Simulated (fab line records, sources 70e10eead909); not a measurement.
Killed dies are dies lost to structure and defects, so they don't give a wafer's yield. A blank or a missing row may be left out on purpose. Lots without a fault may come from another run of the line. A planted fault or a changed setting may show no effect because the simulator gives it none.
fab line records | flow nand_harc
record lots=15 wafers=45 last_day=24
route steps=1159 shown P_ZERO_WELL@68 P_STI@85 P_GATE@131 END@1159
lots that met no fault: from a run of the same line without faults
start_h: hours from the record's first day to the start of the lot's first wafer shown | wait_h: hours since the lot's step before | " the same as in the row above | L1.1+2: a row that stands for several wafers | - no value, or no start given | * or withheld: withheld | < > ~ a bound
route shown NAME@n: a module of which the file shows steps, and the number in the route of the first | usual: mean/standard deviation of fault-free wafers | same: alike in all rows | chamber/n: place in a boat | sites: the reading at each site | _std_site: their standard deviation | _edge_site: outer sites' mean less inner sites' | radius_mm: how far each site lies from the wafer's centre | mask NAME#n: copy n | behind: the tool/chamber that last shaped the wafer | hold: why the lot was held/for how many hours/how that ended | device: the transistor (n, p or np) that didn't switch | end of line: the same wafers' tests at the end of the route | a step without rows: its recipe alone | killed: dies lost to structure and defects at the first sort, not the wafer's yield | map: a wafer's dies, x killed, . not, _ none there
set.NAME: the setting as run; set.NAME@STEP: as run at that earlier step | model.NAME: the simulator's own value behind a step, which no gauge read
steps of the route over a sample of lots; a table a step, a row a wafer
services: from which hour (start_h, from the record's first day; less than 0 if before it) a tool's chamber was out of use, for how many hours, and why
## steps
# step NHARC_P_ZERO_WELL_INSPECT_43
# usual raw_defect_count=14/5.7
# columns lot.wafer tool chamber start_h wait_h raw_defect_count
L508.1 defect_inspect-02 - 24.24 0.6 17
L508.3 " - " " 16
L508.4 " - " " 13
L509.1 defect_inspect-01 - 25.63 0.6 9
L509.3 " - " " 12
L509.6 " - " " 13
L510.2 defect_inspect-01 - 31.57 0.5 7
L510.5 " - " " 17
L510.6 " - " " 17
L511.2 defect_inspect-01 - 37.58 0.5 12
L511.3 " - " " 29
L511.4 " - " " 14
L512.3 defect_inspect-01 - 43.57 0.4 5
L512.4 " - " " 17
L512.6 " - " " 10
L513.3 defect_inspect-01 - 49.74 0.4 9
L513.4 " - " " 8
L513.5 " - " " 14
L516.1 defect_inspect-02 - 68.29 0.6 20
L516.4 " - " " 16
L516.6 " - " " 19
L517.2 defect_inspect-01 - 73.82 0.5 12
L517.4 " - " " 7
L517.6 " - " " 11
L524.1 defect_inspect-02 - 115.74 0.6 12
L524.4 " - " " 12
L524.5 " - " " 24
L525.1 defect_inspect-01 - 121.60 0.6 29
L525.3 " - " " 18
L525.6 " - " " 9
L526.1 defect_inspect-02 - 127.48 0.6 11
L526.3 " - " " 35
L526.6 " - " " 6
L528.1 defect_inspect-02 - 139.43 0.6 14
L528.2 " - " " 8
L528.4 " - " " 29
L529.1 defect_inspect-02 - 145.73 0.6 24
L529.4 " - " " 15
L529.5 " - " " 19
L530.1 defect_inspect-01 - 151.76 0.6 8
L530.2 " - " " 4
L530.6 " - " " 14
L531.2 defect_inspect-02 - 157.66 0.5 19
L531.3 " - " " 10
L531.6 " - " " 6
# step NHARC_P_STI_INSPECT_11
# usual raw_defect_count=6/3.1
# columns lot.wafer tool chamber start_h wait_h raw_defect_count
L510.2 defect_inspect-01 - 43.87 0.0 5
L510.5 " - " " 3
L510.6 " - " " 1
L508.1 defect_inspect-02 - 43.91 0.0 7
L508.3 " - " " 4
L508.4 " - " " 4
L509.1 defect_inspect-02 - 44.07 0.0 6
L509.3 " - " " 3
L509.6 " - " " 4
L511.2 defect_inspect-02 - 56.23 0.0 8
L511.3 " - " " 2
L511.4 " - " " 3
L512.3 defect_inspect-02 - 56.39 0.0 12
L512.4 " - " " 3
L512.6 " - " " 8
L513.3 defect_inspect-02 - 66.47 0.0 5
L513.4 " - " " 8
L513.5 " - " " 7
L517.2 defect_inspect-02 - 87.16 0.0 8
L517.4 " - " " 2
L517.6 " - " " 5
L516.1 defect_inspect-02 - 87.32 0.0 4
L516.4 " - " " 12
L516.6 " - " " 8
L524.1 defect_inspect-02 - 134.81 0.0 4
L524.4 " - " " 11
L524.5 " - " " 7
L525.1 defect_inspect-02 - 134.97 0.0 11
L525.3 " - " " 9
L525.6 " - " " 8
L526.1 defect_inspect-02 - 147.18 0.0 4
L526.3 " - " " 4
L526.6 " - " " 2
L528.1 defect_inspect-02 - 155.28 0.0 8
L528.2 " - " " 4
L528.4 " - " " 5
L529.1 defect_inspect-01 - 162.57 0.0 3
L529.4 " - " " 4
L529.5 " - " " 10
L530.1 defect_inspect-01 - 168.84 0.0 4
L530.2 " - " " 3
L530.6 " - " " 5
L531.2 defect_inspect-02 - 173.12 0.0 5
L531.3 " - " " 8
L531.6 " - " " 3
# step NHARC_P_GATE_HM_DEP_102
# recipe target_thk_a=1200 temp_c=400 material=aC
# usual throttle_valve_pct=35.000/0.01
# columns lot.wafer tool chamber start_h wait_h throttle_valve_pct
L510.2 acl_dep-03 0 93.89 2.8 35.015
L510.5 " 0 " " 35.000
L510.6 " 0 " " 34.984
L508.1 acl_dep-02 0 94.06 2.9 35.007
L508.3 " 0 " " 34.993
L508.4 " 0 " " 35.011
L509.1 acl_dep-03 0 94.42 3.3 34.978
L509.3 " 0 " " 34.993
L509.6 " 0 " " 34.989
L511.2 acl_dep-01 0 107.06 0.5 34.993
L511.3 " 0 " " 34.981
L511.4 " 0 " " 35.004
L512.3 acl_dep-02 0 107.16 0.6 34.989
L512.4 " 0 " " 34.998
L512.6 " 0 " " 35.000
L513.3 acl_dep-03 0 114.35 0.6 34.998
L513.4 " 0 " " 34.999
L513.5 " 0 " " 35.000
L513.3 acl_dep-03 0 116.25 1.8 34.985
L513.4 " 0 " " 35.009
L513.5 " 0 " " 34.995
L516.1 acl_dep-01 0 140.67 0.4 35.007
L516.4 " 0 " " 35.003
L516.6 " 0 " " 34.995
L516.1 acl_dep-02 0 142.18 1.4 35.011
L516.4 " 0 " " 34.991
L516.6 " 0 " " 35.004
L517.2 acl_dep-03 0 140.78 0.5 35.007
L517.4 " 0 " " 34.989
L517.6 " 0 " " 35.007
L517.2 acl_dep-02 0 142.29 1.4 34.996
L517.4 " 0 " " 35.027
L517.6 " 0 " " 34.994
L524.1 acl_dep-02 0 185.04 5.6 35.008
L524.4 " 0 " " 34.995
L524.5 " 0 " " 34.992
L525.1 acl_dep-03 0 185.29 5.9 34.993
L525.3 " 0 " " 35.019
L525.6 " 0 " " 34.998
L526.1 acl_dep-02 0 197.74 1.0 34.994
L526.3 " 0 " " 34.983
L526.6 " 0 " " 35.010
L528.1 acl_dep-01 0 205.61 1.9 35.014
L528.2 " 0 " " 34.987
L528.4 " 0 " " 35.007
L529.1 acl_dep-03 0 212.92 0.4 34.994
L529.4 " 0 " " 35.019
L529.5 " 0 " " 35.001
L530.1 acl_dep-02 0 219.59 0.4 35.005
L530.2 " 0 " " 35.024
L530.6 " 0 " " 35.014
L531.2 acl_dep-03 0 219.70 0.5 35.029
L531.3 " 0 " " 35.000
L531.6 " 0 " " 34.995
# step NHARC_P_GATE_CD_MEAS_33
# usual cd_nm=118.0/3
# columns lot.wafer tool chamber start_h wait_h cd_nm
L510.2 cd_sem-01 - 96.80 - 122.6
L510.5 " - " " 122.5
L510.6 " - " " 118.6
L509.1 cd_sem-01 - 97.47 - 120.6
L509.3 " - " " 115.8
L509.6 " - " " 115.1
L508.1 cd_sem-01 - 98.67 - 119.8
L508.3 " - " " 119.8
L508.4 " - " " 123.4
L511.2 cd_sem-03 - 109.15 - 118.2
L511.3 " - " " 120.5
L511.4 " - " " 118.8
L512.3 cd_sem-02 - 109.38 - 114.6
L512.4 " - " " 117.1
L512.6 " - " " 116.1
L513.3 cd_sem-03 - 118.59 - 121.5
L513.4 " - " " 119.7
L513.5 " - " " 120.3
L517.2 cd_sem-01 - 144.79 - 121.2
L517.4 " - " " 114.2
L517.6 " - " " 114.4
L516.1 cd_sem-02 - 145.13 - 117.2
L516.4 " - " " 115.6
L516.6 " - " " 115.5
L524.1 cd_sem-03 - 187.47 - 117.1
L524.4 " - " " 117.7
L524.5 " - " " 118.5
L525.1 cd_sem-01 - 188.05 - 117.5
L525.3 " - " " 118.2
L525.6 " - " " 117.4
L526.1 cd_sem-01 - 200.24 - 115.6
L526.3 " - " " 115.3
L526.6 " - " " 120.1
L528.1 cd_sem-03 - 208.05 - 116.4
L528.2 " - " " 116.1
L528.4 " - " " 117.1
L529.1 cd_sem-03 - 215.66 - 116.7
L529.4 " - " " 113.0
L529.5 " - " " 113.6
L531.2 cd_sem-02 - 222.11 - 112.8
L531.3 " - " " 117.2
L531.6 " - " " 116.2
L530.1 cd_sem-03 - 222.21 - 123.3
L530.2 " - " " 119.8
L530.6 " - " " 117.0
# step NHARC_END_SORT_01
# recipe temp_c=25
# usual killed_at_array=29/11 killed_at_other=0.6/1 killed_at_periphery=3.1/2.1 killed_dies=33/11 killed_open=3.1/1.9 killed_short=1.9/1.5
# same gross_dies=677
# columns lot.wafer tool chamber start_h wait_h killed_at_array killed_at_other killed_at_periphery killed_dies killed_open killed_short
L525.1 prober-02 0 531.35 2.6 20 0 4 24 1 1
L525.3 prober-02 0 532.96 3.1 24 1 3 28 5 0
L525.6 prober-02 0 535.36 4.0 32 0 3 35 3 2
L526.1 prober-01 0 553.93 2.5 38 2 2 42 2 1
L526.3 prober-01 0 555.50 3.1 40 0 7 47 5 1
L526.6 prober-01 0 557.87 3.9 49 2 2 53 2 1
# killed by level:class
L525.1 A_CHANNEL_HOLE_D1:chamber_film_flake=7 A_STAIRCASE:chamber_film_flake=6 A_WL_FILL:chamber_film_flake=3 P_ZERO_WELL:chamber_film_flake=2 A_CHANNEL_HOLE_D1:geometric_particle:open=1 A_WL_FILL:geometric_particle:short=1 P_STI:chamber_film_flake=1 P_GATE:chamber_film_flake=1
L525.3 A_CHANNEL_HOLE_D1:chamber_film_flake=8 A_CONTACT:chamber_film_flake=6 P_ZERO_WELL:chamber_film_flake=3 A_STAIRCASE:chamber_film_flake=2 A_SLIT:chamber_film_flake=2 A_ONON_D1:geometric_particle:open=1 A_CHANNEL_FILL_D1:geometric_particle:open=1 A_CONTACT:geometric_particle:open=1
L525.6 A_CHANNEL_HOLE_D1:chamber_film_flake=13 A_STAIRCASE:chamber_film_flake=10 A_CONTACT:chamber_film_flake=3 P_M0:geometric_particle:open=1 A_ONON_D1:geometric_particle:short=1 A_SGD_CUT:geometric_particle:open=1 A_WL_FILL:geometric_particle:short=1 A_WL_FILL:geometric_particle:open=1
L526.1 A_CHANNEL_HOLE_D1:chamber_film_flake=15 A_SLIT:chamber_film_flake=13 A_STAIRCASE:chamber_film_flake=4 A_CONTACT:geometric_particle:open=2 A_M0:chamber_film_flake=2 THIN_TSV:chamber_film_flake=2 A_SLIT:geometric_particle:short=1 P_STI:chamber_film_flake=1
L526.3 A_CHANNEL_HOLE_D1:chamber_film_flake=19 A_SLIT:chamber_film_flake=13 A_CONTACT:chamber_film_flake=5 P_ZERO_WELL:chamber_film_flake=2 P_M0:geometric_particle:open=2 A_STAIRCASE:chamber_film_flake=2 P_CONTACT:geometric_particle:open=1 P_CONTACT:geometric_particle:short=1
L526.6 A_CHANNEL_HOLE_D1:chamber_film_flake=21 A_SLIT:chamber_film_flake=19 A_STAIRCASE:chamber_film_flake=5 A_CONTACT:chamber_film_flake=2 THIN_TSV:chamber_film_flake=2 P_CONTACT:geometric_particle:open=1 A_CHANNEL_FILL_D1:geometric_particle:short=1 A_M0:geometric_particle:open=1
## services
# columns tool chamber start_h hours kind
acl_dep-01 - 113.41 13.0 pm
acl_dep-02 - 167.36 13.0 pm
## key
first_sign step=NHARC_P_GATE_HM_DEP_102 reading=visit direction=added
effect none on later readings
met_at NHARC_P_GATE_HM_DEP_102
struck_lots L513,L516,L517
tester_left_out L513,L516,L517
not_acting_at NHARC_P_ZERO_WELL_INSPECT_43,NHARC_P_STI_INSPECT_11,NHARC_P_GATE_CD_MEAS_33
fault kind=repeated_step_whole tool=acl_dep-01,acl_dep-02,acl_dep-03 chamber=- onset_h=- steps=NHARC_P_GATE_HM_DEP_102 times=1 scope=struck_lots_only
# tester_left_out: of these lots the tester's yield and bins aren't shown, on N5 and GAA mostly nor the transistor test; their killed dies are dies lost to structure and defects alone, not to doping, threshold or leakage, so they don't give the yield
